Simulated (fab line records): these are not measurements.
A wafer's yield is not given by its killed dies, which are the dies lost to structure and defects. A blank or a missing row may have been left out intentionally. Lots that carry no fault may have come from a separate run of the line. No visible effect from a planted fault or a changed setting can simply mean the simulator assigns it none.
What tool caused it? | flow nand harc | 12 lots, 36 wafers sampled, at 6 steps of a route of 1302

WHAT THE GAUGES READ, wafer by wafer
NHARC_A_BLC_CD_MEAS_10 targets a cd of 100 nm. Usual: cd nm at 100.0 nm, with a standard deviation of 0.45.
lot  | measured     | on        | cd nm (nm)        | flag
L573 | day 22 05:23 | cd sem-02 | 99.9 100.0 99.9   |
L574 | day 22 06:46 | cd sem-03 | 100.2 99.5 99.1   |
L575 | day 23 13:45 | cd sem-03 | 99.9 99.9 99.6    |
L576 | day 23 17:40 | cd sem-02 | 100.0 100.0 100.3 |
L579 | day 25 01:47 | cd sem-01 | 100.7 100.2 100.1 |
L580 | day 25 17:22 | cd sem-03 | 100.3 99.7 100.6  |
L581 | day 25 18:31 | cd sem-01 | 99.1 100.0 108.4  | OFF
L582 | day 25 22:16 | cd sem-01 | 99.7 108.7 108.6  | OFF
L583 | day 26 04:29 | cd sem-03 | 98.7 98.9 107.4   | OFF
L592 | day 30 00:45 | cd sem-01 | 100.1 99.9 100.5  |
L591 | day 30 01:57 | cd sem-03 | 100.7 99.4 100.6  |
L593 | day 31 07:36 | cd sem-01 | 99.7 99.2 99.8    |

NHARC_A_BLC_OVL_MEAS_11. Usual: overlay x nm -0.1 nm, standard deviation 0.6; overlay y nm 0.0 nm, standard deviation 0.62.
lot  | measured     | on         | overlay x nm (nm) | overlay y nm (nm) | flag
L573 | day 22 05:28 | overlay-01 | -1.4 -1.0 -0.9    | 0.2 0.7 0.3       |
L574 | day 22 06:51 | overlay-02 | 0.1 -0.3 -0.1     | -0.5 -0.5 -0.1    |
L575 | day 23 13:50 | overlay-01 | -0.8 -1.1 -1.0    | 0.2 0.7 0.4       |
L576 | day 23 17:46 | overlay-02 | -0.5 -0.5 -0.2    | 0.3 0.8 0.8       |
L579 | day 25 01:52 | overlay-02 | -0.5 -0.6 -0.3    | 0.4 0.8 0.2       |
L580 | day 25 17:27 | overlay-01 | 0.8 -0.2 0.1      | -1.1 -1.5 -1.3    |
L581 | day 25 18:36 | overlay-02 | -0.2 -0.1 -0.1    | 0.0 -0.4 -0.5     |
L582 | day 25 22:22 | overlay-02 | 0.6 0.2 0.4       | 0.9 0.6 1.3       |
L583 | day 26 04:34 | overlay-02 | -0.9 -0.6 -1.2    | 0.0 -0.2 -0.1     |
L592 | day 30 00:50 | overlay-01 | -0.1 -0.5 -0.2    | 0.1 -0.2 0.4      |
L591 | day 30 02:02 | overlay-02 | -0.5 0.0 -0.3     | 0.6 0.9 0.7       |
L593 | day 31 07:41 | overlay-02 | 0.6 0.3 -0.3      | -0.1 0.4 -0.3     |

NHARC_END_SORT_01. Usual: killed at array 47, standard deviation 14; killed at other 0.5, standard deviation 0.72; killed at periphery 4, standard deviation 3.1; killed dies 52, standard deviation 15; killed open 3.2, standard deviation 1.9; killed short 2.4, standard deviation 1.7.
lot  | measured     | on        | killed at array | killed at other | killed at periphery | killed dies | killed open | killed short | flag
L581 | day 32 03:55 | prober-02 | 56              | 0               | 4                   | 60          | 5           | 1            |
L582 | day 32 15:30 | prober-01 | 47 44 46        | 1 2 0           | 5 3 4               | 53 49 50    | 6 1 1       | 4 0 4        |
L583 | day 32 10:51 | prober-01 | 43              | 0               | 9                   | 52          | 6           | 0            |

WHAT TOOL EACH LOT RAN ON (gives the tool, then ch and the chambers of the sampled wafers, and finally the start)
lot  | NHARC_A_CONTACT_ETCH_139             | NHARC_A_BLC_PEB_08                | NHARC_A_BLC_STRIP_29
L573 | har cap etch-01 ch 0,1, day 22 01:28 | litho track-04 ch 0, day 22 05:18 | rie diel-09 ch 0,2,3, day 22 06:39
L574 | har cap etch-03 ch 0,1, day 22 03:11 | litho track-04 ch 0, day 22 06:41 | rie diel-13 ch 0,1,3, day 22 08:00
L575 | har cap etch-03 ch 0,1, day 23 10:01 | litho track-04 ch 0, day 23 13:40 | rie diel-09 ch 1,2,3, day 23 14:59
L576 | har cap etch-02 ch 0,1, day 23 13:57 | litho track-04 ch 0, day 23 17:35 | rie diel-13 ch 0,2,3, day 23 18:54
L579 | har cap etch-02 ch 0,1, day 24 22:14 | litho track-04 ch 0, day 25 01:42 | rie diel-09 ch 0,1,3, day 25 03:00
L580 | har cap etch-02 ch 0,1, day 25 13:35 | litho track-04 ch 0, day 25 17:17 | rie diel-04 ch 2,3, day 25 18:35
L581 | har cap etch-03 ch 0,1, day 25 14:53 | litho track-04 ch 0, day 25 18:26 | rie diel-13 ch 1,2,3, day 25 19:44
L582 | har cap etch-02 ch 1, day 25 18:26   | litho track-04 ch 0, day 25 22:11 | rie diel-13 ch 0,3, day 25 23:30
L583 | har cap etch-01 ch 0,1, day 26 00:40 | litho track-04 ch 0, day 26 04:24 | rie diel-13 ch 1,3, day 26 05:43
L592 | har cap etch-02 ch 1, day 29 21:08   | litho track-01 ch 0, day 30 00:40 | rie diel-13 ch 0,2,3, day 30 01:59
L591 | har cap etch-03 ch 0,1, day 29 22:14 | litho track-04 ch 0, day 30 01:52 | rie diel-09 ch 0,1,2, day 30 03:11
L593 | har cap etch-02 ch 0,1, day 31 03:52 | litho track-06 ch 0, day 31 07:32 | rie diel-04 ch 0,2,3, day 31 08:50
- NHARC_A_CONTACT_ETCH_139: etches the open film in C4F8/O2/Ar, time 195 s, target depth 840 nm.
- NHARC_A_BLC_PEB_08: peb time 65 s.
- NHARC_A_BLC_STRIP_29: strips in CF4.

WHAT THE TOOLS THEMSELVES READ (means of the sampled wafers that have a number; where no wafer has one, the mark that the record gives instead)
NHARC_A_BLC_PEB_08. Usual: heater power total W at 156.6 W, with a standard deviation of 0.39.
lot  | tool           | heater power total W (W) | flag
L573 | litho track-04 | 156.3                    |
L574 | litho track-04 | 156.7                    |
L575 | litho track-04 | 156.4                    |
L576 | litho track-04 | 156.9                    |
L579 | litho track-04 | 156.9                    |
L580 | litho track-04 | 156.5                    |
L581 | litho track-04 | 156.5                    |
L582 | litho track-04 | 156.6                    |
L583 | litho track-04 | 156.3                    |
L592 | litho track-01 | 156.2                    |
L591 | litho track-04 | 156.5                    |
L593 | litho track-06 | 156.4                    |

NHARC_A_BLC_STRIP_29. Usual: cf4 flow sccm 150.0 sccm, standard deviation 0.46; drypump motor current A 5.6 A, standard deviation 0.34; oes product au 0.998 a.u., standard deviation 0.008; rf vpp V 59.3 V, standard deviation 0.99; showerhead plenum p Torr 1.75 Torr, standard deviation 0.067; throttle valve pct 13.284 %, standard deviation 0.0098.
lot  | tool        | cf4 flow sccm (sccm) | drypump motor current A (A) | oes product au (a.u.) | rf vpp V (V) | showerhead plenum p Torr (Torr) | throttle valve pct (%) | flag
L573 | rie diel-09 | 150.4                | 5.4                         | 0.991                 | 60.2         | 1.79                            | 13.286                 |
L574 | rie diel-13 | 150.1                | 5.5                         | 1.001                 | 59.2         | 1.72                            | 13.290                 |
L575 | rie diel-09 | 149.9                | 5.4                         | 0.994                 | 58.8         | 1.76                            | 13.280                 |
L576 | rie diel-13 | 150.2                | 5.7                         | 0.997                 | 58.6         | 1.70                            | 13.277                 |
L579 | rie diel-09 | 149.7                | 5.4                         | 1.005                 | 59.1         | 1.79                            | 13.278                 |
L580 | rie diel-04 | 149.8                | 5.9                         | 1.004                 | 58.0         | 1.65                            | 13.279                 |
L581 | rie diel-13 | 150.0                | 5.5                         | 0.991                 | 59.0         | 1.75                            | 13.294                 |
L582 | rie diel-13 | 150.0                | 5.8                         | 1.010                 | 57.8         | 1.67                            | 13.282                 |
L583 | rie diel-13 | 150.1                | 5.2                         | 1.006                 | 59.0         | 1.72                            | 13.289                 |
L592 | rie diel-13 | 149.9                | 5.7                         | 1.010                 | 59.2         | 1.70                            | 13.293                 |
L591 | rie diel-09 | 150.0                | 5.3                         | 0.990                 | 60.0         | 1.76                            | 13.289                 |
L593 | rie diel-04 | 149.8                | 5.9                         | 0.998                 | 59.6         | 1.81                            | 13.280                 |

THE ANSWER, worked out from the rows above alone
Rule: a lot is off if the mean of its wafers that have a number lies more than 3 standard deviations from the usual mean. A lot without any number at a reading at which 4 lots or more have one is off too. Where the step has rows for the other lots, those lots are counted as sound. The gauges are gone through in route order, then the tools' own readings, and for those a lot's mean is taken as printed above. The first step at which some lot is off is used, and at that step the reading that is off furthest; a lot without a number counts as furthest.
Off at NHARC_A_BLC_CD_MEAS_10 (cd nm): L581, L582, L583.
A tool fits if, at a process step before that reading, it ran every lot that is off, and no sound lot after the first of them. The gauges at NHARC_A_BLC_CD_MEAS_10 are tried like those tools. No candidate that was tried fits.

WHAT THE SIMULATOR PUT IN
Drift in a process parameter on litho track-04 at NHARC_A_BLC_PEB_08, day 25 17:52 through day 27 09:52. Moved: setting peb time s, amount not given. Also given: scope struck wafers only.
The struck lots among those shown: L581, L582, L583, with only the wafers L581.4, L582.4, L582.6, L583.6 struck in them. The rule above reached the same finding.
